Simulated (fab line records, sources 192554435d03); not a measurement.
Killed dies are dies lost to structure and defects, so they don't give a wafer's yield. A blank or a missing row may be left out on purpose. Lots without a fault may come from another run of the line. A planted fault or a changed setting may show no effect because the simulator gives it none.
Chamber matching | flow n5_finfet | N5_DUMMY_GATE_ETCH_36 on rie_diel-02: 4 sister chambers
The step etches SiARC in CF4, target depth 13 nm. 4 wafers are shown with their chamber, then 9 later ones without.

WAFERS WITH THEIR CHAMBER
wafer  | chamber | showerhead_plenum_p_Torr (Torr)
L084.3 | 2       | 2.21
L086.4 | 1       | 2.06
L087.5 | 0       | 2.03
L087.6 | 3       | 2.12

WAFERS WITHOUT THEIR CHAMBER
wafer  | showerhead_plenum_p_Torr (Torr)
L094.1 | 2.21
L094.2 | 2.05
L094.6 | 2.21
L095.1 | 2.11
L095.3 | 2.21
L095.5 | 2.21
L096.1 | 2.21
L096.2 | 2.03
L096.3 | 2.11

WHICH CHAMBER EACH WENT THROUGH
wafer  | from the rows above     | in truth
L094.1 | 2                       | 2
L094.2 | can't be placed: 1 or 0 | 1
L094.6 | 2                       | 2
L095.1 | 3                       | 3
L095.3 | 2                       | 2
L095.5 | 2                       | 2
L096.1 | 2                       | 2
L096.2 | 0                       | 0
L096.3 | 3                       | 3
Placed correctly: 8 of 9. Can't be placed from these rows: 1 (the true chamber is among the candidates in 1). Placed wrongly: 0.
How it was worked out, from the rows above alone: a wafer's distance from a chamber is the root of the sum, over the readings, of the square of ((its reading less the chamber's mean) divided by the reading's scatter). The wafer belongs to the nearest chamber; if the next one is less than 2 further off, it can't be placed. A chamber's mean is the mean of its shown wafers. The scatter: with one shown wafer a chamber, the root of the mean of the squares of how far each hidden wafer lies from its nearest shown one.
